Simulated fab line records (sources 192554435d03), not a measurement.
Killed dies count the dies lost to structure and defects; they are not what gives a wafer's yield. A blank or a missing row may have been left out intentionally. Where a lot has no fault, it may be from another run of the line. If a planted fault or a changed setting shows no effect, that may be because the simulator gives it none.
Matching of chambers :: flow n5_finfet :: N5_BEOL_M2_ILD_DEP_00 on pecvd-02 has 3 sister chambers
The step deposits SiOC from DEMS/O2, target thk 79 nm, time 15.3 s. 6 wafers are shown with their chamber, then 9 later ones without.

## WAFERS, EACH WITH ITS CHAMBER
wafer: L085.4
chamber: 1
showerhead_plenum_p_Torr (Torr): 5.667
heater_power_w (W): 535

wafer: L086.4
chamber: 2
showerhead_plenum_p_Torr (Torr): 5.667
heater_power_w (W): 483

wafer: L086.6
chamber: 1
showerhead_plenum_p_Torr (Torr): 5.666
heater_power_w (W): 470

wafer: L087.1
chamber: 0
showerhead_plenum_p_Torr (Torr): 5.717
heater_power_w (W): 459

wafer: L087.4
chamber: 2
showerhead_plenum_p_Torr (Torr): 5.650
heater_power_w (W): 520

wafer: L087.6
chamber: 0
showerhead_plenum_p_Torr (Torr): 5.706
heater_power_w (W): 465

## WAFERS WITHOUT THEIR CHAMBER
wafer: L088.2
showerhead_plenum_p_Torr (Torr): 5.651
heater_power_w (W): 474

wafer: L088.3
showerhead_plenum_p_Torr (Torr): 5.709
heater_power_w (W): 437

wafer: L088.4
showerhead_plenum_p_Torr (Torr): 5.696
heater_power_w (W): 438

wafer: L094.1
showerhead_plenum_p_Torr (Torr): 5.705
heater_power_w (W): 495

wafer: L094.3
showerhead_plenum_p_Torr (Torr): 5.666
heater_power_w (W): 517

wafer: L094.5
showerhead_plenum_p_Torr (Torr): 5.730
heater_power_w (W): 492

wafer: L096.1
showerhead_plenum_p_Torr (Torr): 5.726
heater_power_w (W): 479

wafer: L096.4
showerhead_plenum_p_Torr (Torr): 5.659
heater_power_w (W): 504

wafer: L096.6
showerhead_plenum_p_Torr (Torr): 5.711
heater_power_w (W): 491

## EACH ONE'S CHAMBER
wafer: L088.2
from the rows above: can't be placed: 2 or 1
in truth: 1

wafer: L088.3
from the rows above: 0
in truth: 0

wafer: L088.4
from the rows above: 0
in truth: 0

wafer: L094.1
from the rows above: 0
in truth: 0

wafer: L094.3
from the rows above: can't be placed: 1 or 2
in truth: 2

wafer: L094.5
from the rows above: 0
in truth: 0

wafer: L096.1
from the rows above: 0
in truth: 0

wafer: L096.4
from the rows above: can't be placed: 2 or 1
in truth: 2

wafer: L096.6
from the rows above: 0
in truth: 0
Correct placement for 6 of the 9. From these rows, 3 cannot be placed; in 3 the true chamber is one of the candidates. Placed wrongly: 0.
How it was worked out, from the rows above alone: a wafer's distance from a chamber is the root of the sum, over the readings, of the square of ((its reading less the chamber's mean) divided by the reading's scatter). If the next closest chamber is less than 2 further off than the closest, the wafer can't be placed; otherwise it belongs to the closest. For every chamber, the mean is computed from those of its wafers that are shown. How the scatter is found: for the shown wafers, subtract from each reading the mean of its chamber, square and add these, divide the total by (wafers less chambers), then take the root.
